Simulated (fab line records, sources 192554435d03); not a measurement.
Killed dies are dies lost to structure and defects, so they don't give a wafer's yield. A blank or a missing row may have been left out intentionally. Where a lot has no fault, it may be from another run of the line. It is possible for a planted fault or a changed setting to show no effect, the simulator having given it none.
Chamber matching :: flow n5 finfet :: rie diel-02 running N5_BEOL_M7_STRIP_19: 4 sister chambers
The step strips in O2. 20 wafers are shown with their chamber, then 10 later ones without.

## EACH WAFER AND ITS CHAMBER
wafer: L075.2
chamber: 0
showerhead plenum p Torr (Torr): 2.23
drypump motor current A (A): 5.3
throttle valve pct (%): 16.35

wafer: L075.3
chamber: 2
showerhead plenum p Torr (Torr): 1.99
drypump motor current A (A): 5.1
throttle valve pct (%): 16.54

wafer: L075.6
chamber: 1
showerhead plenum p Torr (Torr): 2.01
drypump motor current A (A): 6.3
throttle valve pct (%): 16.51

wafer: L074.1
chamber: 2
showerhead plenum p Torr (Torr): 1.99
drypump motor current A (A): 5.1
throttle valve pct (%): 16.55

wafer: L074.4
chamber: 3
showerhead plenum p Torr (Torr): 2.10
drypump motor current A (A): 5.8
throttle valve pct (%): 16.62

wafer: L074.5
chamber: 0
showerhead plenum p Torr (Torr): 2.23
drypump motor current A (A): 5.3
throttle valve pct (%): 16.36

wafer: L077.2
chamber: 0
showerhead plenum p Torr (Torr): 2.23
drypump motor current A (A): 5.3
throttle valve pct (%): 16.37

wafer: L077.3
chamber: 2
showerhead plenum p Torr (Torr): 1.99
drypump motor current A (A): 5.1
throttle valve pct (%): 16.54

wafer: L077.5
chamber: 2
showerhead plenum p Torr (Torr): 1.99
drypump motor current A (A): 5.1
throttle valve pct (%): 16.55

wafer: L081.3
chamber: 0
showerhead plenum p Torr (Torr): 2.22
drypump motor current A (A): 5.2
throttle valve pct (%): 16.37

wafer: L081.4
chamber: 2
showerhead plenum p Torr (Torr): 1.99
drypump motor current A (A): 5.0
throttle valve pct (%): 16.58

wafer: L081.6
chamber: 3
showerhead plenum p Torr (Torr): 2.10
drypump motor current A (A): 5.9
throttle valve pct (%): 16.65

wafer: L086.1
chamber: 2
showerhead plenum p Torr (Torr): 1.99
drypump motor current A (A): 5.1
throttle valve pct (%): 16.60

wafer: L086.5
chamber: 0
showerhead plenum p Torr (Torr): 2.22
drypump motor current A (A): 5.2
throttle valve pct (%): 16.37

wafer: L086.6
chamber: 1
showerhead plenum p Torr (Torr): 2.00
drypump motor current A (A): 6.3
throttle valve pct (%): 16.55

wafer: L089.1
chamber: 3
showerhead plenum p Torr (Torr): 2.09
drypump motor current A (A): 5.8
throttle valve pct (%): 16.67

wafer: L089.2
chamber: 2
showerhead plenum p Torr (Torr): 1.99
drypump motor current A (A): 5.1
throttle valve pct (%): 16.59

wafer: L089.3
chamber: 0
showerhead plenum p Torr (Torr): 2.22
drypump motor current A (A): 5.3
throttle valve pct (%): 16.38

wafer: L090.2
chamber: 2
showerhead plenum p Torr (Torr): 1.98
drypump motor current A (A): 5.1
throttle valve pct (%): 16.62

wafer: L090.3
chamber: 1
showerhead plenum p Torr (Torr): 2.00
drypump motor current A (A): 6.3
throttle valve pct (%): 16.57

SIGNATURES (averages over the wafers above)
reading: showerhead plenum p Torr
chamber 0: 2.2250
chamber 1: 2.0033
chamber 2: 1.9888
chamber 3: 2.0967
scatter within a chamber: 0.00481

reading: drypump motor current A
chamber 0: 5.267
chamber 1: 6.300
chamber 2: 5.087
chamber 3: 5.833
scatter within a chamber: 0.0424

reading: throttle valve pct
chamber 0: 16.3667
chamber 1: 16.5433
chamber 2: 16.5712
chamber 3: 16.6467
scatter within a chamber: 0.0252
Rule: distance of a wafer from a chamber = root of the sum over the readings of ((wafer's reading minus chamber's mean) / reading's scatter) squared. The wafer belongs to the nearest chamber; if the next one is less than 2 further off, it can't be placed. The scatter: take each reading less its chamber's mean, square it, sum over the shown wafers, divide by the number of wafers less the number of chambers, and take the root.

## WAFERS WITH NO CHAMBER GIVEN
wafer: L090.4
showerhead plenum p Torr (Torr): 2.22
drypump motor current A (A): 5.2
throttle valve pct (%): 16.41

wafer: L091.2
showerhead plenum p Torr (Torr): 1.98
drypump motor current A (A): 5.1
throttle valve pct (%): 16.62

wafer: L091.3
showerhead plenum p Torr (Torr): 2.09
drypump motor current A (A): 5.9
throttle valve pct (%): 16.67

wafer: L091.5
showerhead plenum p Torr (Torr): 2.21
drypump motor current A (A): 5.2
throttle valve pct (%): 16.41

wafer: L092.2
showerhead plenum p Torr (Torr): 2.09
drypump motor current A (A): 5.9
throttle valve pct (%): 16.69

wafer: L092.4
showerhead plenum p Torr (Torr): 2.21
drypump motor current A (A): 5.3
throttle valve pct (%): 16.40

wafer: L092.6
showerhead plenum p Torr (Torr): 2.21
drypump motor current A (A): 5.3
throttle valve pct (%): 16.41

wafer: L095.1
showerhead plenum p Torr (Torr): 1.98
drypump motor current A (A): 5.1
throttle valve pct (%): 16.63

wafer: L095.3
showerhead plenum p Torr (Torr): 2.09
drypump motor current A (A): 5.9
throttle valve pct (%): 16.70

wafer: L095.5
showerhead plenum p Torr (Torr): 1.98
drypump motor current A (A): 5.1
throttle valve pct (%): 16.63

## WHICH CHAMBER EACH WENT THROUGH
wafer: L090.4
from the rows above: 0
in truth: 0

wafer: L091.2
from the rows above: 2
in truth: 2

wafer: L091.3
from the rows above: 3
in truth: 3

wafer: L091.5
from the rows above: 0
in truth: 0

wafer: L092.2
from the rows above: 3
in truth: 3

wafer: L092.4
from the rows above: 0
in truth: 0

wafer: L092.6
from the rows above: 0
in truth: 0

wafer: L095.1
from the rows above: 2
in truth: 2

wafer: L095.3
from the rows above: 3
in truth: 3

wafer: L095.5
from the rows above: 2
in truth: 2
Correctly placed: 10 of 10. Number that these rows cannot place: 0. Wrongly placed: 0.
